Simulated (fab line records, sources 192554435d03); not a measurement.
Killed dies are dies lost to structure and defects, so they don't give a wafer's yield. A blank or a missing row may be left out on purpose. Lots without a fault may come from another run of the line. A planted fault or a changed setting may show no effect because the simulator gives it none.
fab line records | flow n5_finfet
record lots=4 wafers=12 last_day=15
route steps=1938 shown BEOL_M4@1099 BEOL_M5@1112 BEOL_M6@1239 BEOL_M15@1830 PASSIVATION@1936
lots that met no fault: from a run of the same line without faults
start_h: hours from the record's first day to the start of the lot's first wafer shown | wait_h: hours since the lot's step before | " the same as in the row above | L1.1+2: a row that stands for several wafers | - no value, or no start given | * or withheld: withheld | < > ~ a bound
route shown NAME@n: a module of which the file shows steps, and the number in the route of the first | usual: mean/standard deviation of fault-free wafers | same: alike in all rows | chamber/n: place in a boat | sites: the reading at each site | _std_site: their standard deviation | _edge_site: outer sites' mean less inner sites' | radius_mm: how far each site lies from the wafer's centre | mask NAME#n: copy n | behind: the tool/chamber that last shaped the wafer | hold: why the lot was held/for how many hours/how that ended | device: the transistor (n, p or np) that didn't switch | end of line: the same wafers' tests at the end of the route | a step without rows: its recipe alone | killed: dies lost to structure and defects at the first sort, not the wafer's yield | map: a wafer's dies, x killed, . not, _ none there
set.NAME: the setting as run; set.NAME@STEP: as run at that earlier step | model.NAME: the simulator's own value behind a step, which no gauge read
lots at some steps of the route; a table a step, a row a wafer
services: from which hour (start_h, from the record's first day; less than 0 if before it) a tool's chamber was out of use, for how many hours, and why
## steps
# step N5_BEOL_M4_ANNEAL_95
# recipe temp_c=400 time_s=240 ambient=vacuum
# step N5_BEOL_M4_SPUTTER_96
# recipe material=Cu target_thk_a=45 temp_c=-20 chamber_pressure_pa=0.07 power_w=withheld time_s=8.29
# step N5_BEOL_M4_ECD_50
# recipe material=Cu target_thk_a=3000
# step N5_BEOL_M4_ANNEAL_51
# recipe temp_c=225 time_s=90 ambient=N2
# step N5_BEOL_M4_CMP_52
# recipe stop_on=SiOC t_overpolish_s=6.8 down_force_psi=1 platen_rpm=50 clearing_platen_down_force_psi=1.5 clearing_platen_rpm=50 post_cmp_clean=cu_alkaline target_thk_nm=40 clearing_platen_pad_velocity_m_s=0.99484 pad_velocity_m_s=0.99484
# step N5_BEOL_M4_PRE_CLEAN_60
# recipe gas=NH3/H2 time_s=15 temp_c=* rf_power_w=300
# step N5_BEOL_M4_CO_CAP_55
# recipe material=Co target_thk_a=20 temp_c=200 precursor=CCTBA/H2 pressure_torr=30 time_s=102.1
# step N5_BEOL_M4_PRE_CLEAN_56
# recipe gas=NH3 time_s=15 temp_c=withheld rf_power_w=300
# step N5_BEOL_M4_DEP_57
# recipe material=SiCN target_thk_a=80 temp_c=withheld precursor=3MS/NH3 pressure_torr=3 rf_w=202 time_s=14
# step N5_BEOL_M4_RC_MEAS_101
# usual DIBL_N=36.1/1.6 DIBL_P=35.8/2.1 IOFF_N=0.16/0.031 IOFF_P=0.21/0.034 ION_N=673/12 ION_P=461/7.2 SS_N=71.4/0.59 SS_P=73.3/0.63 VT_N=250/3.1 VT_P=-250/3.3
# columns lot.wafer tool chamber start_h wait_h DIBL_N[mV/V] DIBL_P[mV/V] IOFF_N[nA/um] IOFF_P[nA/um] ION_N[uA/um] ION_P[uA/um] SS_N[mV/dec] SS_P[mV/dec] VT_N[mV] VT_P[mV]
L405.2 prober-02 0 175.40 0.2 36.0 35.0 0.16 0.20 663 453 71.8 73.5 248 -251
L405.5 " 0 " " 33.9 32.9 0.13 0.17 671 458 69.9 73.1 254 -253
L405.6 " 0 " " 35.9 35.7 0.16 0.21 672 459 71.0 73.6 248 -253
L416.1 prober-01 0 246.05 0.0 35.5 36.0 0.16 0.21 678 464 71.0 72.8 249 -250
L416.5 " 0 " " 35.3 35.9 0.16 0.21 677 470 70.7 73.3 248 -251
L416.6 " 0 " " 33.9 34.3 0.13 0.19 677 466 70.7 73.5 251 -250
L419.3 prober-02 0 254.15 0.3 33.5 33.2 0.13 0.17 668 463 70.3 72.5 250 -252
L419.4 " 0 " " 36.6 36.0 0.18 0.20 687 461 72.0 73.0 246 -254
L419.6 " 0 " " 33.2 32.4 0.12 0.15 671 460 70.5 72.3 253 -254
L418.2 prober-01 0 255.70 0.2 34.0 33.6 0.12 0.19 673 459 71.1 72.6 253 -250
L418.3 " 0 " " 35.0 33.9 0.13 0.18 673 460 70.8 73.0 252 -254
L418.4 " 0 " " 35.4 35.4 0.14 0.22 673 466 71.7 73.9 251 -248
# step N5_BEOL_M5_ILD_DEP_00
# recipe material=SiCOH_lowk target_thk_a=1406.4 temp_c=300 precursor=DEMS/porogen pressure_torr=5 rf_w=500 time_s=25.9
# step N5_BEOL_M5_CURE_79
# recipe temp_c=385 time_s=240 ambient=He/Ar material=SiCOH_lowk
# step N5_BEOL_M5_PECVD_70
# recipe material=SiO2 target_thk_a=160 temp_c=400 precursor=TEOS/O2 pressure_torr=5.5 rf_w=450 teos_flow_sccm=53.8 gas=O2 flow_sccm=3000 time_s=18
# step N5_BEOL_M5_HM_DEP_02
# recipe material=TiN target_thk_a=200 temp_c=25 chamber_pressure_pa=0.49996
# step N5_BEOL_M5_COAT_59
# recipe resist=SOC temp_c=250 time_s=60 spin_rpm=1500 resist_thk_nm=60
# step N5_BEOL_M5_COAT_60
# recipe resist=SiARC temp_c=220 time_s=60 spin_rpm=1500 resist_thk_nm=12
# step N5_BEOL_M5_COAT_71
# recipe resist=underlayer temp_c=205 time_s=60 spin_rpm=1500 resist_thk_nm=5
# step N5_BEOL_M5_COAT_05
# recipe resist=CAR-EUV spin_rpm=1500 resist_thk_nm=30
# step N5_BEOL_M5_EBR_07
# recipe solvent=PGMEA ebr_width_mm=1.5
# step N5_BEOL_M5_SOFTBAKE_06
# recipe temp_c=110 time_s=60 resist=CAR-EUV
# step N5_BEOL_M5_EXPOSE_08
# recipe mask_id=M5 na=0.33 source_shape=annular sigma_inner=0.4 sigma_outer=0.8 polarization=unpolarized target_cd_nm=28 dose_mj=35.75
# step N5_BEOL_M5_PEB_09
# recipe peb_temp_c=100 peb_time_s=60 resist=CAR-EUV
# step N5_BEOL_M5_DEVELOP_10
# recipe develop_time_s=30 developer=TMAH resist=CAR-EUV rinse_liquid=surfactant_rinse dry=air_spin dev_temp_c=23
# step N5_BEOL_M5_DESCUM_16
# recipe chemistry=O2 time_s=7 source_power_w=50 bias_power_w=20 pressure_mtorr=20 rf_frequency_hz=2.712e+07 temp_c=40 resist=CAR-EUV o2_flow_sccm=225
# step N5_BEOL_M5_ETCH_72
# recipe chemistry=N2/H2 target=underlayer target_depth_a=65 mask_material=CAR-EUV time_s=5.2 ion_energy_ev=200 pressure_mtorr=30 source_w=840 bias_w=150 n2_flow_sccm=200 h2_flow_sccm=200 ends=cleared
# step N5_BEOL_M5_ETCH_61
# recipe chemistry=CF4 target=SiARC target_depth_a=156 mask_material=CAR-EUV time_s=26 ion_energy_ev=80 pressure_mtorr=40 source_w=545 bias_w=36 Ar_flow_sccm=100 cf4_flow_sccm=100 ends=cleared
# step N5_BEOL_M5_ETCH_62
# recipe chemistry=N2/H2 target=SOC target_depth_a=750 overetch_a=150 mask_material=SiARC temp_c=40 time_s=112.5 ion_energy_ev=200 pressure_mtorr=30 source_w=840 bias_w=150 n2_flow_sccm=200 h2_flow_sccm=200
# step N5_BEOL_M5_STRIP_63
# recipe chemistry=N2/H2 temp_c=40 n2_flow_sccm=200 h2_flow_sccm=200 rf_frequency_hz=6e+07
# step N5_BEOL_M5_STRIP_73
# recipe chemistry=N2/H2 temp_c=40 n2_flow_sccm=200 h2_flow_sccm=200 rf_frequency_hz=6e+07
# step N5_BEOL_M5_STRIP_64
# recipe chemistry=CF4 resist=SiARC power_w=300 bias_power_w=75 pressure_mtorr=50 cf4_flow_sccm=150 rf_frequency_hz=6e+07
# step N5_BEOL_M5_HM_OPEN_17
# recipe chemistry=Cl2/BCl3 target_depth_a=200 overetch_a=60 target=TiN mask_material=SOC ion_energy_ev=150 pressure_mtorr=10 icp_w=1000 bias_w=126 Cl2_flow_sccm=53.25 bcl3_flow_sccm=21.75 Ar_flow_sccm=25
# step N5_BEOL_M5_STRIP_19
# recipe chemistry=O2 power_w=400 temp_c=40 pressure_mtorr=30 rf_frequency_hz=6e+07 bias_power_w=0 overash_fraction=0.2 o2_flow_sccm=225
# step N5_BEOL_M5_COAT_65
# recipe resist=SOC temp_c=250 time_s=60 spin_rpm=1500 resist_thk_nm=60
# step N5_BEOL_M5_COAT_66
# recipe resist=SiARC temp_c=220 time_s=60 spin_rpm=1500 resist_thk_nm=12
# step N5_BEOL_M6_TRENCH_ETCH_37
# recipe chemistry=C4F6/O2 target_depth_a=944.35 target=SiCOH_lowk time_s=31.5 ion_energy_ev=250 pressure_mtorr=30 source_w=345 bias_w=185 Ar_flow_sccm=300 C4F6_flow_sccm=10 O2_flow_sccm=10
# usual drypump_motor_current_A=5.8/0.42 mfc_ar_sccm=299.9/0.89 oes_product_au=0.78/0.088 rf_vpp_V=662/9.6 showerhead_plenum_p_Torr=2.86/0.068 throttle_valve_pct=21.02/0.21
# columns lot.wafer tool chamber start_h wait_h drypump_motor_current_A mfc_ar_sccm oes_product_au rf_hours_counter_h rf_vpp_V showerhead_plenum_p_Torr throttle_valve_pct model.etch.depth_nm model.BEOL_M6.feature_depth_nm model.TiN_of_BEOL_M6_HM_DEP_02.thk_nm
L405.2 rie_diel-02 1 195.50 - 5.8 298.8 0.76 156 654 2.86 21.17 94.67 94.6 17.8
L405.5 " 1 " " 5.8 299.2 0.77 - 655 2.86 21.17 94.99 95 17.4
L405.6 " 2 " " 6.6 299.5 0.73 - 660 2.98 21.47 93.39 93.4 17.6
L416.1 rie_diel-02 1 265.60 - 5.8 300.6 0.74 181 655 2.85 21.20 93.45 93.4 17.4
L416.5 " 0 " " 6.2 299.9 0.68 - 660 2.92 20.97 64.26 64.2 18.6
L416.6 " 3 " " 5.2 300.0 0.69 - 660 2.84 20.93 92.72 92.8 17.4
L418.2 rie_diel-01 2 274.35 - 5.6 298.8 0.74 147 666 2.71 20.95 92.08 92 17.2
L418.3 " 0 " " 5.9 300.0 0.71 208 653 2.70 20.79 92.29 92.2 17.4
L418.4 " 2 " " 5.6 298.5 0.73 - 667 2.71 20.94 91.55 91.6 17.4
L419.3 rie_diel-02 0 274.53 - 6.2 298.8 0.84 53 661 2.92 21.00 92.44 92.4 17.4
L419.4 " 2 " " 6.6 299.7 0.58 203 660 2.97 21.44 65.58 65.6 18.2
L419.6 " 0 " " 6.2 299.0 0.85 - 658 2.92 21.02 93.25 93.2 17.4
# step N5_BEOL_M6_OCD_MEAS_38
# usual trench_depth_nm=93.6/1.5
# columns lot.wafer tool chamber start_h wait_h trench_depth_nm
L405.2 ocd-01 - 195.66 - 94.7
L405.5 " - " " 94.7
L405.6 " - " " 93.6
L416.1 ocd-01 - 265.76 - 93.8
L416.5 " - " " 64.1
L416.6 " - " " 92.6
L418.2 ocd-01 - 274.51 - 92.2
L418.3 " - " " 92.2
L418.4 " - " " 91.7
L419.3 ocd-01 - 274.68 - 92.5
L419.4 " - " " 66.0
L419.6 " - " " 93.2
# step N5_BEOL_M6_CMP_52
# recipe stop_on=SiCOH_lowk t_overpolish_s=6.9 down_force_psi=1 platen_rpm=50 clearing_platen_down_force_psi=1.5 clearing_platen_rpm=50 post_cmp_clean=cu_alkaline target_thk_nm=80 clearing_platen_pad_velocity_m_s=0.99484 pad_velocity_m_s=0.99484
# usual barrier_field_endpoint_s=29.0/0.68 motor_current_A=6.1/0.53 overpolish_run_s=6.901/0.0092 time_to_endpoint_s=62/3
# same t_overpolish_s=6.9
# columns lot.wafer tool chamber start_h wait_h barrier_field_endpoint_s motor_current_A overpolish_run_s time_to_endpoint_s model.Cu_of_BEOL_M6_ECD_50.thk_nm
L405.2 cmp-03 3 199.54 0.3 28.5 5.5 6.894 59 79
L405.5 " 2 " " 29.6 5.7 6.907 64 80.8
L405.6 " 3 " " 29.2 5.7 6.906 60 77.8
L416.1 cmp-02 1 268.06 0.3 28.9 6.6 6.904 65 79.8
L416.5 " 1 " " 29.4 6.7 6.901 66 52.4
L416.6 " 2 " " 28.2 5.8 6.897 59 79.6
L418.3 cmp-01 0 277.28 0.2 28.9 6.9 6.897 63 77.6
L418.2 " 1 " " 29.5 5.5 6.903 64 76.2
L418.4 " 2 " " 29.6 7.3 6.897 62 77.6
L419.4 cmp-02 2 277.54 0.1 29.1 6.2 6.899 63 50.4
L419.3 " 1 " " 30.3 6.9 6.902 64 78.2
L419.6 " 2 " " 29.9 6.1 6.907 64 79.2
# step N5_BEOL_M6_THK_MEAS_53
# recipe thk_meas_gauge=xrf reads=Cu_of_BEOL_M6_ECD_50
# usual M6_THK=81.5/1.9
# columns lot.wafer tool chamber start_h wait_h M6_THK[nm]
L405.2 film_metro-01 - 199.80 - 81.4
L405.5 " - " " 83.5
L405.6 " - " " 80.1
L416.1 film_metro-02 - 268.36 - 81.5
L416.5 " - " " 53.7
L416.6 " - " " 81.4
L418.2 film_metro-02 - 277.54 - 78.9
L418.3 " - " " 80.3
L418.4 " - " " 80.6
L419.3 film_metro-01 - 277.84 - 80.7
L419.4 " - " " 52.1
L419.6 " - " " 81.8
# step N5_BEOL_M6_RS_MEAS_57
# recipe thk_meas_gauge=four-point-probe reads=Cu_of_BEOL_M6_ECD_50+Co_of_BEOL_M6_CVD_78+TaN_of_BEOL_M6_ALD_77
# usual M6_RS=0.290/0.0081
# columns lot.wafer tool chamber start_h wait_h M6_RS[ohm/sq]
L405.2 film_metro-01 - 199.93 0.1 0.290
L405.5 " - " " 0.282
L405.6 " - " " 0.294
L416.1 film_metro-02 - 268.49 0.1 0.287
L416.5 " - " " 0.476
L416.6 " - " " 0.288
L418.2 film_metro-01 - 277.67 0.1 0.302
L418.3 " - " " 0.296
L418.4 " - " " 0.296
L419.3 film_metro-02 - 277.98 0.1 0.294
L419.4 " - " " 0.501
L419.6 " - " " 0.290
# step N5_BEOL_M15_RC_MEAS_101
# usual COMB_M10=1.4e-11/3.2e-12 COMB_M11=1.43e-11/3e-12 COMB_M12=5.8e-12/1.3e-12 COMB_M12_max_site=8.6e-12/2.2e-12 COMB_M13=4.5e-12/9.1e-13 COMB_M14=3.1e-12/7.8e-13 COMB_M15=2e-12/5.1e-13 COMB_M5=3.5e-11/7e-12 COMB_M7=2.6e-11/5.3e-12 COMB_M8=2.5e-11/5.8e-12 COMB_M8_max_site=3.6e-11/9.7e-12 COMB_M9=1.38e-11/3e-12 SERP_M10=3.10/0.096 SERP_M11=3.09/0.086 SERP_M12=0.644/0.016 SERP_M12_max_site=0.657/0.017 SERP_M13=0.311/0.0075 SERP_M13_max_site=0.315/0.0078 SERP_M14=0.162/0.0047 SERP_M5=39.5/1.9 SERP_M6=14.0/0.55 SERP_M6_max_site=14.7/0.59 SERP_M7=14.0/0.55 SERP_M8=13.9/0.54 SERP_M9=3.07/0.099
# columns lot.wafer tool chamber start_h wait_h COMB_M10[S/m] COMB_M11[S/m] COMB_M12[S/m] COMB_M12_max_site[S/m] COMB_M13[S/m] COMB_M14[S/m] COMB_M15[S/m] COMB_M5[S/m] COMB_M7[S/m] COMB_M8[S/m] COMB_M8_max_site[S/m] COMB_M9[S/m] SERP_M10[ohm/um] SERP_M11[ohm/um] SERP_M12[ohm/um] SERP_M12_max_site[ohm/um] SERP_M13[ohm/um] SERP_M13_max_site[ohm/um] SERP_M14[ohm/um] SERP_M5[ohm/um] SERP_M6[ohm/um] SERP_M6_max_site[ohm/um] SERP_M7[ohm/um] SERP_M8[ohm/um] SERP_M9[ohm/um]
L405.2 prober-02 0 270.84 0.2 2.1e-11 1.23e-11 4.9e-12 8.2e-12 5.2e-12 3e-12 1.9e-12 4.8e-11 3.2e-11 2e-11 3.6e-11 1.4e-11 3.09 3.01 0.661 0.674 0.310 0.313 0.165 39.5 14.0 14.6 15.3 14.1 3.12
L405.5 " 0 " " 1.6e-11 1.46e-11 4.4e-12 7.9e-12 5.4e-12 3.1e-12 2.1e-12 3.3e-11 2.8e-11 1.4e-11 2e-11 1.43e-11 3.11 3.01 0.652 0.657 0.309 0.314 0.163 35.3 13.6 13.9 14.9 14.2 3.10
L405.6 " 0 " " 1.6e-11 1.59e-11 4.7e-12 7.7e-12 5.3e-12 3.7e-12 1.8e-12 4.5e-11 2.2e-11 1.4e-11 2.5e-11 1.13e-11 3.11 3.08 0.665 0.670 0.305 0.309 0.160 38.3 14.0 15.4 14.6 14.6 3.04
L416.1 prober-02 0 334.34 0.0 1.3e-11 1.34e-11 5e-12 9.2e-12 3.3e-12 2.6e-12 2.3e-12 3.6e-11 2e-11 4e-11 5.7e-11 1.56e-11 3.07 3.07 0.630 0.646 0.305 0.307 0.164 40.7 13.4 13.7 14.6 13.9 3.10
L416.5 " 0 " " 1.4e-11 1.23e-11 5.6e-12 7e-12 5.6e-12 2.8e-12 2.5e-12 4e-11 2.7e-11 2.7e-11 3.6e-11 1.64e-11 2.97 3.16 0.642 0.658 0.311 0.313 0.164 38.5 23.4 23.7 13.8 13.6 3.10
L416.6 " 0 " " 1.3e-11 1.13e-11 5.4e-12 8.1e-12 4.1e-12 3.3e-12 3e-12 3.6e-11 2.8e-11 2.2e-11 2.9e-11 1.27e-11 2.98 3.12 0.653 0.662 0.301 0.306 0.167 41.0 13.7 14.0 14.2 14.2 3.01
L419.3 prober-01 0 354.45 0.3 1.2e-11 1.53e-11 3.8e-12 5.5e-12 4.1e-12 3.6e-12 1.3e-12 4.9e-11 2.5e-11 2.1e-11 3e-11 1.43e-11 3.29 3.22 0.643 0.652 0.316 0.318 0.156 38.0 14.8 15.3 13.7 14.6 2.95
L419.4 " 0 " " 9e-12 1.9e-11 5e-12 9.1e-12 4.1e-12 3.1e-12 1.2e-12 3.6e-11 2.1e-11 2.9e-11 4.9e-11 1.16e-11 3.03 3.19 0.615 0.629 0.317 0.318 0.156 38.2 23.2 25.8 14.2 13.8 3.16
L419.6 " 0 " " 1.7e-11 1.43e-11 5.8e-12 7.8e-12 3e-12 3e-12 1.3e-12 3.4e-11 2.3e-11 3.5e-11 4.9e-11 1.34e-11 3.07 2.95 0.621 0.634 0.318 0.319 0.159 36.9 14.1 14.5 13.4 14.6 3.11
L418.2 prober-02 0 354.57 0.2 1.5e-11 1.47e-11 6.4e-12 1.08e-11 4.9e-12 2.4e-12 2.3e-12 2.6e-11 3e-11 2.7e-11 4.5e-11 1.15e-11 3.29 3.09 0.629 0.637 0.318 0.320 0.155 42.2 13.7 14.1 13.9 13.8 3.13
L418.3 " 0 " " 1.5e-11 1.15e-11 4.7e-12 5.8e-12 3.4e-12 4.6e-12 2.3e-12 2.9e-11 2.5e-11 2.6e-11 4.3e-11 1.14e-11 3.01 3.15 0.650 0.658 0.322 0.324 0.160 42.5 13.2 13.9 13.7 13.7 3.12
L418.4 " 0 " " 1.7e-11 1.95e-11 4.9e-12 6.5e-12 4.2e-12 4.3e-12 1.7e-12 2.8e-11 2.5e-11 2.7e-11 3.9e-11 9.8e-12 3.10 3.12 0.627 0.639 0.305 0.308 0.153 39.9 14.0 14.4 14.6 13.8 3.01
# sites SERP_M6 radius_mm=0,75,75,75,75,140,140,140,140
L405.2 14.6 13.8 14.4 14.3 14.1 13.5 14.0 13.8 13.7
L416.1 13.4 13.6 13.4 13.4 13.7 13.3 13.7 13.2 13.5
L419.3 14.8 14.6 14.6 15.0 14.9 14.9 14.8 14.5 15.3
L418.2 13.7 13.6 13.9 13.8 14.1 13.6 13.3 13.7 13.2
# step N5_PASSIVATION_PROBE_49
# usual defect_limited_yield=91.0/1.5 killed_at_M0_to_M3=35/11 killed_at_M4_up=13/6 killed_at_contacts=14/6.5 killed_at_front_end=40/12 killed_at_other=4/3.4 killed_dies=106/18 killed_open=68/14 killed_short=35/7.7 sort_bin_5_function=5.2/0.98 sort_bin_6_memory=3.4/0.72 sort_bin_8_speed=0.02/0.24 sort_n_pass=1074/18
# same gross_dies=1180 killed_at_back_side=0 sort_bin_4_leakage[%]=0
# columns lot.wafer tool chamber start_h wait_h defect_limited_yield[%] killed_at_M0_to_M3 killed_at_M4_up killed_at_contacts killed_at_front_end killed_at_other killed_dies killed_open killed_short sort_bin_5_function[%] sort_bin_6_memory[%] sort_bin_8_speed[%] sort_n_pass
L405.2 prober-02 - 289.79 0.1 91.2 38 24 15 23 4 104 70 32 5.7 3.1 0 1076
L405.5 prober-02 - 289.94 0.2 90.3 33 19 13 48 2 115 75 38 5.3 3.8 0 1065
L405.6 prober-02 - 289.99 0.3 89.3 42 17 15 50 2 126 75 48 6.0 3.9 0 1054
L416.1 prober-02 - 352.03 0.0 93.9 13 16 12 29 2 72 39 32 3.3 2.5 0 1108
L416.5 prober-02 - 352.23 0.2 91.4 31 35 1 32 2 101 53 25 4.8 1.7 1.86 1079
L416.6 prober-02 - 352.28 0.3 92.6 32 10 13 25 7 87 63 22 4.1 3.1 0 1093
L419.3 prober-01 - 366.62 0.1 92.0 43 9 17 23 2 94 68 26 4.7 3.2 0 1086
L419.4 prober-01 - 366.67 0.2 90.6 35 31 18 27 0 111 62 29 3.6 3.9 1.44 1069
L419.6 prober-01 - 366.77 0.3 91.2 35 8 23 36 2 104 61 42 5.0 2.9 0 1076
L418.2 prober-02 - 366.62 0.1 91.8 28 18 8 40 3 97 55 42 5.1 2.7 0 1083
L418.3 prober-02 - 366.67 0.1 91.0 33 21 15 32 5 106 66 39 6.1 2.6 0 1074
L418.4 prober-02 - 366.72 0.2 90.8 29 21 4 52 3 109 61 45 5.8 2.8 0 1071
# killed by level:class
L405.2 BEOL_M0_SAQP:geometric_particle:short=12 MOL_CONTACT_COAG:geometric_particle:open=11 BEOL_M0_SAQP:geometric_particle:open=10 BEOL_M4:geometric_particle:open=9 STI_FIN_REVEAL:geometric_particle:open=7 FIN_SAQP:geometric_particle:open=5 FIN_SAQP:geometric_particle:short=4 MOL_CONTACT_COAG:geometric_particle:short=4
L405.5 FIN_SAQP:geometric_particle:short=13 MOL_CONTACT_COAG:geometric_particle:open=10 STI_FIN_REVEAL:geometric_particle:open=9 BEOL_M3:geometric_particle:open=9 BEOL_M0_SAQP:geometric_particle:open=6 BEOL_M2:geometric_particle:open=6 FIN_SAQP:geometric_particle:open=5 BEOL_M0_SAQP:geometric_particle:short=5
L405.6 STI_FIN_REVEAL:geometric_particle:open=14 FIN_SAQP:geometric_particle:short=13 MOL_CONTACT_COAG:geometric_particle:open=12 BEOL_M4:geometric_particle:open=11 BEOL_M2:geometric_particle:open=9 BEOL_M0_SAQP:geometric_particle:short=8 BEOL_M1:geometric_particle:open=7 BEOL_M0_SAQP:geometric_particle:open=6
L416.1 MOL_CONTACT_COAG:geometric_particle:open=7 ILD0:geometric_particle:short=5 BEOL_M4:geometric_particle:open=5 FIN_SAQP:geometric_particle:short=4 ILD0:geometric_particle:open=4 GATE_CUT:geometric_particle:short=4 MOL_CONTACT_COAG:geometric_particle:short=4 BEOL_M1:geometric_particle:open=4
L416.5 BEOL_M6:area_ecd=22 BEOL_M3:geometric_particle:open=9 BEOL_M1:geometric_particle:open=6 FIN_SAQP:geometric_particle:open=4 FIN_SAQP:geometric_particle:short=4 STI_FIN_REVEAL:geometric_particle:open=4 ILD0:geometric_particle:open=4 ILD0:geometric_particle:short=4
L416.6 MOL_CONTACT_COAG:geometric_particle:open=11 BEOL_M0_SAQP:geometric_particle:open=7 BEOL_M1:geometric_particle:open=6 BEOL_M3:geometric_particle:open=5 GATE_CUT:geometric_particle:open=4 BEOL_M2:geometric_particle:open=4 DUMMY_GATE:geometric_particle:open=3 BEOL_M0_SAQP:geometric_particle:short=3
L419.3 MOL_CONTACT_COAG:geometric_particle:open=14 BEOL_M0_SAQP:geometric_particle:open=12 BEOL_M1:geometric_particle:open=12 BEOL_M0:geometric_particle:open=8 FIN_SAQP:geometric_particle:short=6 FIN_SAQP:geometric_particle:open=5 BEOL_M0_SAQP:geometric_particle:short=5 MOL_CONTACT_COAG:geometric_particle:short=3
L418.2 BEOL_M1:geometric_particle:open=9 BEOL_M4:geometric_particle:open=8 FIN_SAQP:geometric_particle:open=7 FIN_SAQP:geometric_particle:short=7 MOL_CONTACT_COAG:geometric_particle:open=7 BEOL_M0_SAQP:geometric_particle:short=6 STARTING-WAFER:geometric_particle:open=6 GATE_CUT:geometric_particle:short=5
L419.4 BEOL_M6:area_ecd=17 MOL_CONTACT_COAG:geometric_particle:open=13 BEOL_M0_SAQP:geometric_particle:short=9 BEOL_M3:geometric_particle:open=8 BEOL_M0_SAQP:geometric_particle:open=7 STI_FIN_REVEAL:geometric_particle:open=5 MOL_CONTACT_COAG:geometric_particle:short=5 FIN_SAQP:geometric_particle:short=4
L418.3 MOL_CONTACT_COAG:geometric_particle:open=13 BEOL_M0_SAQP:geometric_particle:open=8 BEOL_M4:geometric_particle:open=8 BEOL_M0_SAQP:geometric_particle:short=7 GATE_CUT:geometric_particle:short=6 FIN_SAQP:geometric_particle:open=5 BEOL_M2:geometric_particle:open=5 STARTING-WAFER:geometric_particle:open=5
L418.4 FIN_SAQP:geometric_particle:short=16 BEOL_M0_SAQP:geometric_particle:open=15 STI_FIN_REVEAL:geometric_particle:open=9 FIN_SAQP:geometric_particle:open=7 BEOL_M4:geometric_particle:short=6 GATE_CUT:geometric_particle:short=6 GATE_CUT:geometric_particle:open=6 BEOL_M2:geometric_particle:short=6
L419.6 MOL_CONTACT_COAG:geometric_particle:open=15 BEOL_M0_SAQP:geometric_particle:short=14 MOL_CONTACT_COAG:geometric_particle:short=8 BEOL_M0_SAQP:geometric_particle:open=8 BEOL_M2:geometric_particle:open=6 FIN_SAQP:geometric_particle:short=5 FIN_SAQP:geometric_particle:open=5 STARTING-WAFER:geometric_particle:short=5
# map L416.5 (x killed, . not)
_________________..........x.________________
______________...........x......_____________
___________................x....x..__________
__________..................x......._________
________.............................._______
_______..............xx......x.........______
______.................................._____
_____......xx...x..xx....x.x.....x...x...____
____......................................___
___..............x....x...x..x..x.......x..__
___......x...................x.x...........__
__....x.x........x......................x..._
__........................................x._
_.........x.x.....x.....................x....
_............x.....x.........................
_....x.x.x........x......x...................
_...................................x..x.....
_.......x....x...x.x.......................x.
_......x.....xx...x........................x.
_.................x...........x.x............
_..x.......................xx................
__...........x......x..x....x....x......x..._
__...........x.x.x..........x..............._
___........x..x..x.............x....x....x.__
___.x.x.........................x......x...__
____......x.x......x..xx..................___
_____x..x.......x.........x.....x....x...____
______.......x.................x........_____
_______....x...........................______
________x................x..x.x......._______
__________.........................._________
___________.............x..x.......__________
______________x................._____________
_________________............________________
# map L419.4 (x killed, . not)
_________________...x.x.....x________________
______________.............x...._____________
___________......x.....x...........__________
__________....x....................._________
________......x...x........x.x........_______
_______................................______
______.x........xx.....x..........x....._____
_____............x..x...x..x...x....x....____
____....x..................x..x...........___
___...........x.........x.x................__
___.....x...................x.....x........__
__.....................x........xx.........._
__x........................................._
_..x.................................x....xx.
_...x.........x.......x..x.............x.....
_...............x...x........x.............x.
_..................x....x....x...x...........
_................x......x..........x.........
_...x.x.........x.........x......x.x...x.....
_..x...x.x............................x......
_.....x..........x.......x........x.x........
__...........x.............x......x..xx....._
__.x.....xxx...x...............xx..x........_
___......x.........x.......................__
___.x...x...x..............x..........x.x..__
____......x.............x.......x...x...x.___
_____...............................x.x..____
______...............x.xx....x.........._____
_______................................______
________......x............x.........._______
__________.......x..x..............._________
___________............x...........__________
______________....x............._____________
_________________.x.x........________________
## services
# columns tool chamber start_h hours kind
rie_diel-02 - 176.27 14.6 pm
cmp-03 - 181.03 5.0 pm
cmp-01 - 182.90 1.0 repair
cmp-01 - 190.13 0.5 repair
cmp-01 - 215.26 4.0 pm
cmp-01 - 219.26 - consumable_replace:conditioner
cmp-01 - 219.26 - consumable_replace:pad
cmp-02 - 231.34 4.0 pm
cmp-02 - 235.34 - consumable_replace:conditioner
cmp-02 - 235.34 - consumable_replace:pad
rie_diel-01 3 242.29 6.0 repair
rie_diel-01 1 269.22 5.2 repair
cmp-03 - 276.92 1.5 repair
## key
first_sign step=N5_BEOL_M6_OCD_MEAS_38 reading=trench_depth_nm direction=down sigmas=19 usual=93.6 struck=65.0
effect step=N5_BEOL_M6_THK_MEAS_53 reading=M6_THK direction=down sigmas=15 usual=81.5 struck=52.9
effect step=N5_BEOL_M6_RS_MEAS_57 reading=M6_RS direction=up sigmas=25 usual=0.290 struck=0.489
effect step=N5_BEOL_M15_RC_MEAS_101 reading=SERP_M6 direction=up sigmas=17 usual=14.0 struck=23.3
effect step=N5_PASSIVATION_PROBE_49 reading=sort_bin_8_speed direction=up sigmas=6.8 usual=0.02 struck=1.65
model_effect step=N5_BEOL_M6_TRENCH_ETCH_37 value=etch.depth_nm without=92.94 struck=64.92
model_effect step=N5_BEOL_M6_CMP_52 value=Cu_of_BEOL_M6_ECD_50.thk_nm without=79.5 struck=51.4
met_at N5_BEOL_M6_TRENCH_ETCH_37
struck_wafers L416.5,L419.4
onset_between 195.50 265.60
fault kind=process_parameter_drift tool=rie_diel-02 chamber=- onset_h=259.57 steps=N5_BEOL_M6_TRENCH_ETCH_37 channel=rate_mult offset=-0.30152 shape=step end_h=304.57 scope=struck_wafers_only
